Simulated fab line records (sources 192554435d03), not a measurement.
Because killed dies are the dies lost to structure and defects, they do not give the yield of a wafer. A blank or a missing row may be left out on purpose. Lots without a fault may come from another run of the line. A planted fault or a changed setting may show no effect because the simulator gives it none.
Split-lot experiment | flow n5-finfet | on a route of 1938 steps: 7 lots, 21 wafers read

## ABOUT THE SPLIT
At N5_BEOL_M3_ETCH_41 (etches SiCN in CH3F/O2, target depth 29.9 nm, time 52.5 s), the setting target-depth-a was moved away from the recipe's 299 angstrom on 7 of the 21 wafers read, by +5.2% to +8.8%. All remaining wafers had this setting at the recipe value.

The split's own step is where the reading is taken.

## THE READING
etch.depth-nm (the simulator's own value, which no gauge read), in nm, at N5_BEOL_M3_ETCH_41 (etches SiCN in CH3F/O2, target depth 29.9 nm, time 52.5 s). There is no usual value for it anywhere in the file. Average 19.81 nm, standard deviation 0.38 nm, over the 14 wafers here run with the recipe.

wafer  | tool, chamber at the split | target-depth-a as run, angstrom | against the recipe | etch.depth-nm, nm | against lot-mates on the recipe
L079.1 | rie-diel-03, 2             | 299                             | recipe             | 19.68             | -
L079.2 | rie-diel-03, 3             | 299                             | recipe             | 19.14             | -
L079.6 | rie-diel-03, 1             | 299                             | recipe             | 19.76             | -
L084.1 | rie-diel-06, 3             | 299                             | recipe             | 20.27             | -
L084.2 | rie-diel-06, 0             | 299                             | recipe             | 19.72             | -
L084.5 | rie-diel-06, 1             | 299                             | recipe             | 20.35             | -
L085.3 | rie-diel-06, 0             | 299                             | recipe             | 19.7              | -
L085.4 | rie-diel-06, 3             | 299                             | recipe             | 20.33             | -
L085.6 | rie-diel-06, 3             | 299                             | recipe             | 20.37             | -
L086.1 | rie-diel-03, 3             | 299                             | recipe             | 19.32             | -
L086.3 | rie-diel-03, 2             | 314.5                           | +5.2%              | 21.05             | +1.73
L086.6 | rie-diel-03, 1             | 314.5                           | +5.2%              | 20.88             | +1.56
L089.1 | rie-diel-02, 0             | 299                             | recipe             | 19.48             | -
L089.2 | rie-diel-02, 3             | 299                             | recipe             | 19.53             | -
L089.4 | rie-diel-02, 1             | 325.3                           | +8.8%              | 20.75             | +1.24
L090.1 | rie-diel-06, 0             | 299                             | recipe             | 19.86             | -
L090.4 | rie-diel-06, 3             | 316                             | +5.7%              | 21.45             | +1.59
L090.5 | rie-diel-06, 1             | 316                             | +5.7%              | 21.19             | +1.33
L094.1 | rie-diel-02, 3             | 317                             | +6.0%              | 20.95             | +1.12
L094.3 | rie-diel-02, 1             | 317                             | +6.0%              | 20.63             | +0.80
L094.6 | rie-diel-02, 0             | 299                             | recipe             | 19.83             | -

THE FIT
A straight line over all 21 wafers: etch.depth-nm changes by +0.179 nm for each +1% of target-depth-a; r = +0.81; the points scatter about the line by 0.4 nm.
The same after taking each lot's own level away (the mean of its wafers on the recipe; 21 wafers): +0.204 nm for each +1%; r = +0.88; scatter 0.34 nm.
According to that fit, moving target-depth-a by its largest amount changes the reading by 1.8 nm.
Measured against the standard deviation above, the lots' own levels, which go from 19.320 to 20.133 nm, span 2.1 times it.
So the lot-to-lot level changes the slope: the two fits differ.
Check: +2.08 nm against its lot-mates is what the line predicts for one of the wafers moved furthest among these (+8.8%) when that wafer is left out of the fit. It came out at +1.24 nm against them.

## THE OTHER SPLITS THESE WAFERS WENT THROUGH
These wafers also went through other splits before the reading. Each is held against what the fit with the lots' levels taken away leaves over:
other split on the same wafers   | wafers away from the commonest value | r with etch.depth-nm (lot level and that fit taken away)
N5_BEOL_M0_SAQP_DESCUM_45 time-s | 5                                    | +0.24
N5_BEOL_M1_ETCH_70 source-w      | 7                                    | +0.06
N5_BEOL_M1_VIA_ETCH_34 time-s    | 4                                    | -0.11
N5_BEOL_M2_COAT_67 spin-rpm      | 6                                    | +0.16
N5_BEOL_M3_TRENCH_ETCH_37 bias-w | 7                                    | +0.14

## THE FILE'S OWN FIT
etch.depth-nm changes by +0.194 nm for each +1% of target-depth-a, r = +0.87.
